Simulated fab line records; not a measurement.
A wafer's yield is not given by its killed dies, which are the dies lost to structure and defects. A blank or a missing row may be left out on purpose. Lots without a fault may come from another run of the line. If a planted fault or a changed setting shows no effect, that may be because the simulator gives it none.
Comparing a struck lot with a sound one ; flow n5_finfet ; 15 out of 1938 route steps
Sound: the wafers L205.2, L205.4, L205.6. Struck: wafers L207.1, L207.2 (left out: L207.4, a lot-mate that was not struck); the cause follows at the end.
At each step with rows: each side's tool, then ch and its chambers, then its first start. Under that, the readings that differ: sound wafers ; struck wafers ; difference of the means ; sigmas: that difference in standard deviations of wafers without a fault.
alike: readings whose means differ by less than 2 such deviations, and words and numbers that are the same on both sides. not compared: withheld readings, readings that some wafer has no value for, bounds like >300 that may hide the same value, and numbers for which the record gives no deviation and whose values overlap.
A row with sigmas, a row that says differs or no value, or rows on one side alone: a step with any of these is where the two part. Numbers that have no deviation but don't overlap get no sigmas and don't part them. A reading that every wafer of one side lacks parts them only if that side has two wafers or more.

first, 8 steps without rows for these wafers: N5_BEOL_M10_COAT_63 (time 60 s, resist thk 100 nm); N5_BEOL_M10_COAT_64 (time 60 s, resist thk 30 nm); N5_BEOL_M10_COAT_22 (resist thk 90 nm); N5_BEOL_M10_EBR_24; N5_BEOL_M10_SOFTBAKE_23 (time 60 s); N5_BEOL_M10_EXPOSE_25 (exposes mask V9); N5_BEOL_M10_PEB_26 (peb time 60 s); N5_BEOL_M10_DEVELOP_27 (develop time 30 s).
N5_BEOL_M10_CD_MEAS_28: the cd target is 70 nm.
  sound on cd_sem-01 ch 0, day 15 10:30; struck on cd_sem-03 ch 0, day 16 02:43
  alike: cd_nm
N5_BEOL_M10_OVL_MEAS_29:
  sound on overlay-02 ch 0, day 15 10:32; struck on overlay-01 ch 0, day 16 02:44
reading;sound;struck;difference;sigmas
V9_OVL (nm);-0.1 -1.7 -2.3;-0.5 1.3;+1.8;+2
N5_BEOL_M10_INSPECT_30: inspects for defects (brightfield).
  sound on defect_inspect-01 at day 15 10:34; struck on defect_inspect-02 at day 16 02:46
  alike: raw_defect_count
N5_BEOL_M10_DESCUM_33: chemistry O2, time 7.9 s.
  sound on rie_diel-04 ch 0,1,3, day 15 11:07; struck on rie_diel-02 ch 0,1, day 16 02:47
  alike: drypump_motor_current_A, oes_product_au, rf_vpp_V, showerhead_plenum_p_Torr, throttle_valve_pct
  not compared: rf_hours_counter_h
N5_BEOL_M10_ETCH_65: etches SiARC in CF4, target depth 39 nm, time 65 s.
  sound on rie_diel-04 ch 0,1,3, day 15 11:09; struck on rie_diel-02 ch 0,1, day 16 02:50
reading;sound;struck;difference;sigmas
etch_rf_on_time_s (s);65.1 63.7 64.0;90.1 88.0;+24.8;+23
  alike: drypump_motor_current_A, oes_product_au, rf_vpp_V, showerhead_plenum_p_Torr, throttle_valve_pct
  not compared: rf_hours_counter_h
N5_BEOL_M10_ETCH_66: etches SOC in N2/H2, target depth 120 nm, overetch 24 nm, time 180 s.
  sound on rie_diel-04 ch 0,1,3, day 15 11:12; struck on rie_diel-02 ch 0,1, day 16 02:53
  alike: drypump_motor_current_A, oes_product_au, rf_vpp_V, showerhead_plenum_p_Torr, throttle_valve_pct
  not compared: rf_hours_counter_h
-- a jump in the record: the struck wafers' starts before and after are 2 days apart (it breaks off in module BEOL_M10 and resumes in module PASSIVATION, where the first step shown is number 1936 of the route) --
N5_PASSIVATION_PROBE_49:
  sound on prober-01 at day 17 20:04; struck on prober-01 at day 18 05:35
  alike: defect_limited_yield, killed_at_M0_to_M3, killed_at_M4_up, killed_at_contacts, killed_at_front_end, killed_at_other, killed_dies, killed_open, killed_short, sort_bin_5_function, sort_bin_6_memory, sort_bin_8_speed, sort_n_pass, sort_yield_pct

== WHERE THEY PART ==
At N5_BEOL_M10_OVL_MEAS_29 first; at N5_BEOL_M10_ETCH_65 last (within this record only). Later steps at which nothing parts them and some readings are alike: N5_BEOL_M10_ETCH_66, N5_PASSIVATION_PROBE_49.

WHY: whatever the simulator had introduced
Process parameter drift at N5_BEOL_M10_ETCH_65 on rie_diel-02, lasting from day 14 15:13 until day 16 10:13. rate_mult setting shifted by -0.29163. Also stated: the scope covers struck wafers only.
